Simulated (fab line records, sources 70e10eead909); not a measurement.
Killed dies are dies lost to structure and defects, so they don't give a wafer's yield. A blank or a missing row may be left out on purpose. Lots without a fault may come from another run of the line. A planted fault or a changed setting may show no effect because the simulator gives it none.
Chamber matching | flow nand_harc | NHARC_A_CHANNEL_HOLE_D2_DEP_01 on pecvd-01: 3 sister chambers
The step deposits SiON, target thk 140 nm. 3 wafers are shown with their chamber, then 7 later ones without.

WAFERS WITH THEIR CHAMBER
wafer  | chamber | heater_power_w (W)
L083.2 | 1       | 711
L091.2 | 0       | 662
L091.3 | 2       | 710

WAFERS WITHOUT THEIR CHAMBER
wafer  | heater_power_w (W)
L091.5 | 624
L092.3 | 688
L092.4 | 609
L092.5 | 736
L095.3 | 658
L095.5 | 676
L095.6 | 655

WHICH CHAMBER EACH WENT THROUGH
wafer  | from the rows above          | in truth
L091.5 | can't be placed: 0 or 2 or 1 | 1
L092.3 | can't be placed: 2 or 1 or 0 | 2
L092.4 | can't be placed: 0 or 2 or 1 | 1
L092.5 | can't be placed: 1 or 2 or 0 | 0
L095.3 | can't be placed: 0 or 2 or 1 | 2
L095.5 | can't be placed: 0 or 2 or 1 | 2
L095.6 | can't be placed: 0 or 2 or 1 | 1
Placed correctly: 0 of 7. Can't be placed from these rows: 7 (the true chamber is among the candidates in 7). Placed wrongly: 0.
How it was worked out, from the rows above alone: a wafer's distance from a chamber is the root of the sum, over the readings, of the square of ((its reading less the chamber's mean) divided by the reading's scatter). The wafer belongs to the nearest chamber; if the next one is less than 2 further off, it can't be placed. A chamber's mean is the mean of its shown wafers. The scatter: with one shown wafer a chamber, the root of the mean of the squares of how far each hidden wafer lies from its nearest shown one.
